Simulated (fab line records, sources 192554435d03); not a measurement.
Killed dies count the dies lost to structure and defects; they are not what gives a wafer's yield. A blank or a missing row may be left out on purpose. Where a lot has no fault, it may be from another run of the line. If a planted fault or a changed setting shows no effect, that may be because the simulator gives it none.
Split-lot experiment || flow n5 finfet || on a route of 1938 steps: 7 lots, 21 wafers read

## THE SPLIT ITSELF
At N5_BEOL_M11_ETCH_66 (etches SOC in N2/H2, target depth 120 nm, overetch 24 nm, time 180 s), the setting time s was moved away from the recipe's 180 s on 6 of the 21 wafers read, by -15.3% to +22.1%. This setting was run at the recipe's value on the other wafers.

The split's own step is where the reading is taken.

## THE READING
SiARC_of_BEOL_M11_COAT_64.thk nm (the simulator's own value, which no gauge read), in nm, at N5_BEOL_M11_ETCH_66 (etches SOC in N2/H2, target depth 120 nm, overetch 24 nm, time 180 s). The file does not state a usual value for it. The 15 wafers here that ran the recipe average 22.7 nm, standard deviation 0.16 nm.

{"wafer": "L078.2", "tool, chamber at the split": "rie diel-03, 2,3", "time s as run, s": 180, "against the recipe": "recipe", "SiARC_of_BEOL_M11_COAT_64.thk nm, nm": 22.8, "against lot-mates on the recipe": "-"}
{"wafer": "L078.3", "tool, chamber at the split": "rie diel-03, 2,3", "time s as run, s": 180, "against the recipe": "recipe", "SiARC_of_BEOL_M11_COAT_64.thk nm, nm": 22.8, "against lot-mates on the recipe": "-"}
{"wafer": "L078.4", "tool, chamber at the split": "rie diel-03, 0", "time s as run, s": 152.4, "against the recipe": "-15.3%", "SiARC_of_BEOL_M11_COAT_64.thk nm, nm": 24, "against lot-mates on the recipe": "+1.2"}
{"wafer": "L083.4", "tool, chamber at the split": "rie diel-04, 3,1", "time s as run, s": 180, "against the recipe": "recipe", "SiARC_of_BEOL_M11_COAT_64.thk nm, nm": 22.4, "against lot-mates on the recipe": "-"}
{"wafer": "L083.6", "tool, chamber at the split": "rie diel-04, 3,1", "time s as run, s": 180, "against the recipe": "recipe", "SiARC_of_BEOL_M11_COAT_64.thk nm, nm": 22.4, "against lot-mates on the recipe": "-"}
{"wafer": "L083.5", "tool, chamber at the split": "rie diel-04, 2", "time s as run, s": 180, "against the recipe": "recipe", "SiARC_of_BEOL_M11_COAT_64.thk nm, nm": 22.8, "against lot-mates on the recipe": "-"}
{"wafer": "L085.2", "tool, chamber at the split": "rie diel-02, 0", "time s as run, s": 180, "against the recipe": "recipe", "SiARC_of_BEOL_M11_COAT_64.thk nm, nm": 22.8, "against lot-mates on the recipe": "-"}
{"wafer": "L085.3", "tool, chamber at the split": "rie diel-02, 3", "time s as run, s": 180, "against the recipe": "recipe", "SiARC_of_BEOL_M11_COAT_64.thk nm, nm": 22.6, "against lot-mates on the recipe": "-"}
{"wafer": "L085.5", "tool, chamber at the split": "rie diel-02, 3", "time s as run, s": 209.4, "against the recipe": "+16.3%", "SiARC_of_BEOL_M11_COAT_64.thk nm, nm": 21.6, "against lot-mates on the recipe": -1.1}
{"wafer": "L089.4", "tool, chamber at the split": "rie diel-02, 0", "time s as run, s": 180, "against the recipe": "recipe", "SiARC_of_BEOL_M11_COAT_64.thk nm, nm": 22.6, "against lot-mates on the recipe": "-"}
{"wafer": "L089.5", "tool, chamber at the split": "rie diel-02, 2,3", "time s as run, s": 155.9, "against the recipe": "-13.4%", "SiARC_of_BEOL_M11_COAT_64.thk nm, nm": 23.4, "against lot-mates on the recipe": "+0.8"}
{"wafer": "L089.6", "tool, chamber at the split": "rie diel-02, 2,3", "time s as run, s": 155.9, "against the recipe": "-13.4%", "SiARC_of_BEOL_M11_COAT_64.thk nm, nm": 23.4, "against lot-mates on the recipe": "+0.8"}
{"wafer": "L088.1", "tool, chamber at the split": "rie diel-02, 1,0", "time s as run, s": 180, "against the recipe": "recipe", "SiARC_of_BEOL_M11_COAT_64.thk nm, nm": 22.8, "against lot-mates on the recipe": "-"}
{"wafer": "L088.3", "tool, chamber at the split": "rie diel-02, 1,0", "time s as run, s": 180, "against the recipe": "recipe", "SiARC_of_BEOL_M11_COAT_64.thk nm, nm": 22.8, "against lot-mates on the recipe": "-"}
{"wafer": "L088.2", "tool, chamber at the split": "rie diel-02, 3", "time s as run, s": 180, "against the recipe": "recipe", "SiARC_of_BEOL_M11_COAT_64.thk nm, nm": 22.6, "against lot-mates on the recipe": "-"}
{"wafer": "L092.2", "tool, chamber at the split": "rie diel-02, 1", "time s as run, s": 180, "against the recipe": "recipe", "SiARC_of_BEOL_M11_COAT_64.thk nm, nm": 23, "against lot-mates on the recipe": "-"}
{"wafer": "L092.3", "tool, chamber at the split": "rie diel-02, 0,3", "time s as run, s": 180, "against the recipe": "recipe", "SiARC_of_BEOL_M11_COAT_64.thk nm, nm": 22.8, "against lot-mates on the recipe": "-"}
{"wafer": "L092.6", "tool, chamber at the split": "rie diel-02, 0,3", "time s as run, s": 180, "against the recipe": "recipe", "SiARC_of_BEOL_M11_COAT_64.thk nm, nm": 22.8, "against lot-mates on the recipe": "-"}
{"wafer": "L095.2", "tool, chamber at the split": "rie diel-03, 3", "time s as run, s": 219.7, "against the recipe": "+22.1%", "SiARC_of_BEOL_M11_COAT_64.thk nm, nm": 21.4, "against lot-mates on the recipe": -1.4}
{"wafer": "L095.3", "tool, chamber at the split": "rie diel-03, 0", "time s as run, s": 180, "against the recipe": "recipe", "SiARC_of_BEOL_M11_COAT_64.thk nm, nm": 22.8, "against lot-mates on the recipe": "-"}
{"wafer": "L095.5", "tool, chamber at the split": "rie diel-03, 1", "time s as run, s": 219.7, "against the recipe": "+22.1%", "SiARC_of_BEOL_M11_COAT_64.thk nm, nm": 21, "against lot-mates on the recipe": -1.8}
Rows listing several chambers each stand for several wafers; the file does not say which wafer went through which chamber.

FIT RESULTS
A straight line over all 21 wafers: SiARC_of_BEOL_M11_COAT_64.thk nm changes by -0.0671 nm for each +1% of time s; r = -0.96; the points scatter about the line by 0.18 nm.
The same after taking each lot's own level away (the mean of its wafers on the recipe; 21 wafers): -0.0699 nm for each +1%; r = -0.98; scatter 0.13 nm.
The reading moves by 1.5 nm for the largest change in time s, on that fit.
Across the lots, their own levels run from 22.53 to 22.87 nm, a range of 2.1 times the standard deviation given above.
The two slopes are in agreement: the lot-to-lot level therefore moves the slope only a little.
Check: -1.62 nm against its lot-mates is what the line predicts for one of the wafers moved furthest among these (+22.1%) when that wafer is left out of the fit. Against them it came out at -1.4 nm.

## THESE WAFERS: OTHER SPLITS
Note: prior to the reading, these wafers also went through further splits. Each is held against what the fit with the lots' levels taken away leaves over:
{"other split on the same wafers": "N5_BEOL_M7_COAT_05 spin rpm", "wafers away from the commonest value": 1, "r with SiARC_of_BEOL_M11_COAT_64.thk nm (lot level and that fit taken away)": "+0.28"}
{"other split on the same wafers": "N5_BEOL_M7_ETCH_41 source w", "wafers away from the commonest value": 7, "r with SiARC_of_BEOL_M11_COAT_64.thk nm (lot level and that fit taken away)": -0.15}
{"other split on the same wafers": "N5_BEOL_M9_COAT_64 spin rpm", "wafers away from the commonest value": 3, "r with SiARC_of_BEOL_M11_COAT_64.thk nm (lot level and that fit taken away)": "+0.13"}
{"other split on the same wafers": "N5_BEOL_M9_COAT_22 spin rpm", "wafers away from the commonest value": 8, "r with SiARC_of_BEOL_M11_COAT_64.thk nm (lot level and that fit taken away)": -0.01}
{"other split on the same wafers": "N5_BEOL_M10_COAT_64 spin rpm", "wafers away from the commonest value": 9, "r with SiARC_of_BEOL_M11_COAT_64.thk nm (lot level and that fit taken away)": -0.17}
{"other split on the same wafers": "N5_BEOL_M10_PEB_26 peb time s", "wafers away from the commonest value": 8, "r with SiARC_of_BEOL_M11_COAT_64.thk nm (lot level and that fit taken away)": -0.14}
{"other split on the same wafers": "N5_BEOL_M11_COAT_22 spin rpm", "wafers away from the commonest value": 7, "r with SiARC_of_BEOL_M11_COAT_64.thk nm (lot level and that fit taken away)": -0.14}

## FILE'S OWN FIT
SiARC_of_BEOL_M11_COAT_64.thk nm changes by -0.0705 nm for each +1% of time s, r = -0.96.
